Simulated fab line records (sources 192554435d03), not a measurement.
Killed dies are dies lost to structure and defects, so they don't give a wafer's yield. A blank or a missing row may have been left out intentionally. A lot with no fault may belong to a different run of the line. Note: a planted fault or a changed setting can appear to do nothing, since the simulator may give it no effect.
Lot-split experiment :: flow n5-finfet :: 21 wafers read from 7 lots, route of 1938 steps

== THE SPLIT ITSELF ==
At N5_BEOL_M13_COAT_04 (resist thk 400 nm), the setting spin-rpm was moved away from the recipe's 1625 rpm on 10 of the 21 wafers read, by -9.5% to +10.0%. The other wafers ran this setting at the recipe's value.

== FROM THE SPLIT TO THE READING: what the file shows between them, 7 steps ==
- N5_BEOL_M13_EXPOSE_07: exposes mask V12 (also split here: dose-mj)
- N5_BEOL_M13_PEB_08: peb time 90 s
- N5_BEOL_M13_DEVELOP_09: develop time 45 s
- N5_BEOL_M13_HARDBAKE_14: time 120 s
- N5_BEOL_M13_CD_MEAS_10: target cd 190 nm
- N5_BEOL_M13_DESCUM_15: chemistry O2, time 7.9 s
- N5_BEOL_M13_ETCH_59: etches BARC in N2/H2, target depth 89 nm, overetch 26.7 nm, time 67.9 s

== THE READING ==
coat_of_BEOL_M13_COAT_04.thk-nm (the simulator's own value, which no gauge read), in nm, at N5_BEOL_M13_VIA_ETCH_16 (etches SiOC in C4F8/O2/Ar, target depth 921.7 nm). There is no usual value for it anywhere in the file. Across the 11 wafers here that went through the recipe, the average is 70.0 nm and the standard deviation 2.9 nm.

wafer: L075.2
tool, chamber at the split: litho-track-02, 0
spin-rpm as run, rpm: 1625
against the recipe: recipe
coat_of_BEOL_M13_COAT_04.thk-nm, nm: 73.4
against lot-mates on the recipe: -

wafer: L075.4
tool, chamber at the split: litho-track-02, 0
spin-rpm as run, rpm: 1625
against the recipe: recipe
coat_of_BEOL_M13_COAT_04.thk-nm, nm: 67.6
against lot-mates on the recipe: -

wafer: L075.5
tool, chamber at the split: litho-track-02, 0
spin-rpm as run, rpm: 1483
against the recipe: -8.7%
coat_of_BEOL_M13_COAT_04.thk-nm, nm: 91.2
against lot-mates on the recipe: +20.7

wafer: L077.1
tool, chamber at the split: litho-track-02, 0
spin-rpm as run, rpm: 1787
against the recipe: +10.0%
coat_of_BEOL_M13_COAT_04.thk-nm, nm: 58
against lot-mates on the recipe: -14.2

wafer: L077.3
tool, chamber at the split: litho-track-02, 0
spin-rpm as run, rpm: 1787
against the recipe: +10.0%
coat_of_BEOL_M13_COAT_04.thk-nm, nm: 61.4
against lot-mates on the recipe: -10.8

wafer: L077.5
tool, chamber at the split: litho-track-02, 0
spin-rpm as run, rpm: 1625
against the recipe: recipe
coat_of_BEOL_M13_COAT_04.thk-nm, nm: 72.2
against lot-mates on the recipe: -

wafer: L080.2
tool, chamber at the split: litho-track-04, 0
spin-rpm as run, rpm: 1625
against the recipe: recipe
coat_of_BEOL_M13_COAT_04.thk-nm, nm: 70.6
against lot-mates on the recipe: -

wafer: L080.5
tool, chamber at the split: litho-track-04, 0
spin-rpm as run, rpm: 1505
against the recipe: -7.4%
coat_of_BEOL_M13_COAT_04.thk-nm, nm: 83.6
against lot-mates on the recipe: +13.0

wafer: L080.6
tool, chamber at the split: litho-track-04, 0
spin-rpm as run, rpm: 1505
against the recipe: -7.4%
coat_of_BEOL_M13_COAT_04.thk-nm, nm: 83.6
against lot-mates on the recipe: +13.0

wafer: L085.2
tool, chamber at the split: litho-track-02, 0
spin-rpm as run, rpm: 1625
against the recipe: recipe
coat_of_BEOL_M13_COAT_04.thk-nm, nm: 74.8
against lot-mates on the recipe: -

wafer: L085.3
tool, chamber at the split: litho-track-02, 0
spin-rpm as run, rpm: 1625
against the recipe: recipe
coat_of_BEOL_M13_COAT_04.thk-nm, nm: 66.8
against lot-mates on the recipe: -

wafer: L085.4
tool, chamber at the split: litho-track-02, 0
spin-rpm as run, rpm: 1625
against the recipe: recipe
coat_of_BEOL_M13_COAT_04.thk-nm, nm: 70.2
against lot-mates on the recipe: -

wafer: L095.3
tool, chamber at the split: litho-track-02, 0
spin-rpm as run, rpm: 1689
against the recipe: +3.9%
coat_of_BEOL_M13_COAT_04.thk-nm, nm: 56.8
against lot-mates on the recipe: -9.8

wafer: L095.4
tool, chamber at the split: litho-track-02, 0
spin-rpm as run, rpm: 1625
against the recipe: recipe
coat_of_BEOL_M13_COAT_04.thk-nm, nm: 66.6
against lot-mates on the recipe: -

wafer: L095.6
tool, chamber at the split: litho-track-02, 0
spin-rpm as run, rpm: 1689
against the recipe: +3.9%
coat_of_BEOL_M13_COAT_04.thk-nm, nm: 55.8
against lot-mates on the recipe: -10.8

wafer: L097.3
tool, chamber at the split: litho-track-04, 0
spin-rpm as run, rpm: 1523
against the recipe: -6.3%
coat_of_BEOL_M13_COAT_04.thk-nm, nm: 84.4
against lot-mates on the recipe: +15.8

wafer: L097.4
tool, chamber at the split: litho-track-04, 0
spin-rpm as run, rpm: 1625
against the recipe: recipe
coat_of_BEOL_M13_COAT_04.thk-nm, nm: 71.8
against lot-mates on the recipe: -

wafer: L097.5
tool, chamber at the split: litho-track-04, 0
spin-rpm as run, rpm: 1625
against the recipe: recipe
coat_of_BEOL_M13_COAT_04.thk-nm, nm: 65.4
against lot-mates on the recipe: -

wafer: L096.1
tool, chamber at the split: litho-track-04, 0
spin-rpm as run, rpm: 1625
against the recipe: recipe
coat_of_BEOL_M13_COAT_04.thk-nm, nm: 70.8
against lot-mates on the recipe: -

wafer: L096.3
tool, chamber at the split: litho-track-04, 0
spin-rpm as run, rpm: 1471
against the recipe: -9.5%
coat_of_BEOL_M13_COAT_04.thk-nm, nm: 94.8
against lot-mates on the recipe: +24.0

wafer: L096.4
tool, chamber at the split: litho-track-04, 0
spin-rpm as run, rpm: 1471
against the recipe: -9.5%
coat_of_BEOL_M13_COAT_04.thk-nm, nm: 85
against lot-mates on the recipe: +14.2

FIT RESULTS
A straight line over all 21 wafers: coat_of_BEOL_M13_COAT_04.thk-nm changes by -1.81 nm for each +1% of spin-rpm; r = -0.91; the points scatter about the line by 4.5 nm.
The same after taking each lot's own level away (the mean of its wafers on the recipe; 21 wafers): -1.81 nm for each +1%; r = -0.94; scatter 3.6 nm.
Per that fit: largest spin-rpm move, reading shift of 18 nm.
From 66.60 to 72.20 nm: that is the span of the lots' own levels, equal to 1.9 times the standard deviation above.
Consequently the slope shifts little with the lot-to-lot level, the two slopes agreeing.
Check: -18.2 nm against its lot-mates is what the line predicts for one of the wafers moved furthest among these (+10.0%) when that wafer is left out of the fit. It came out at -14.2 nm against them.

== FURTHER SPLITS ON THESE WAFERS ==
Before the reading, these wafers also passed through other splits. Each is held against what the fit with the lots' levels taken away leaves over:
other split on the same wafers: N5_BEOL_M11_ETCH_41 time-s
wafers away from the commonest value: 6
r with coat_of_BEOL_M13_COAT_04.thk-nm (lot level and that fit taken away): +0.57

other split on the same wafers: N5_BEOL_M12_COAT_22 spin-rpm
wafers away from the commonest value: 8
r with coat_of_BEOL_M13_COAT_04.thk-nm (lot level and that fit taken away): +0.30

other split on the same wafers: N5_BEOL_M13_EXPOSE_07 dose-mj
wafers away from the commonest value: 11
r with coat_of_BEOL_M13_COAT_04.thk-nm (lot level and that fit taken away): -0.31

== THE WHOLE CHAIN: every reading that the file lists as answering this split, in the file's order ==
step: N5_BEOL_M13_COAT_04
what it does: resist thk 400 nm
reading: coat_of_BEOL_M13_COAT_04.thk-nm (the simulator's own value, which no gauge read)
change (the file's fit): -2.06 nm for each +1% of the setting
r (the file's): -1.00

step: N5_BEOL_M13_ETCH_59
what it does: etches BARC in N2/H2, target depth 89 nm, overetch 26.7 nm, time 67.9 s
reading: coat_of_BEOL_M13_COAT_04.thk-nm (the simulator's own value, which no gauge read)
change (the file's fit): -2.19 nm for each +1% of the setting
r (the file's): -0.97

step: N5_BEOL_M13_VIA_ETCH_16
what it does: etches SiOC in C4F8/O2/Ar, target depth 921.7 nm
reading: coat_of_BEOL_M13_COAT_04.thk-nm (the simulator's own value, which no gauge read)
change (the file's fit): -1.93 nm for each +1% of the setting
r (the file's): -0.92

step: N5_BEOL_M13_STRIP_63
what it does: strips in N2/H2
reading: strip-time-to-endpoint-s
change (the file's fit): withheld for each +1% of the setting
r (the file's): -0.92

== THE FILE'S OWN FIT ==
coat_of_BEOL_M13_COAT_04.thk-nm changes by -1.93 nm for each +1% of spin-rpm, r = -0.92.
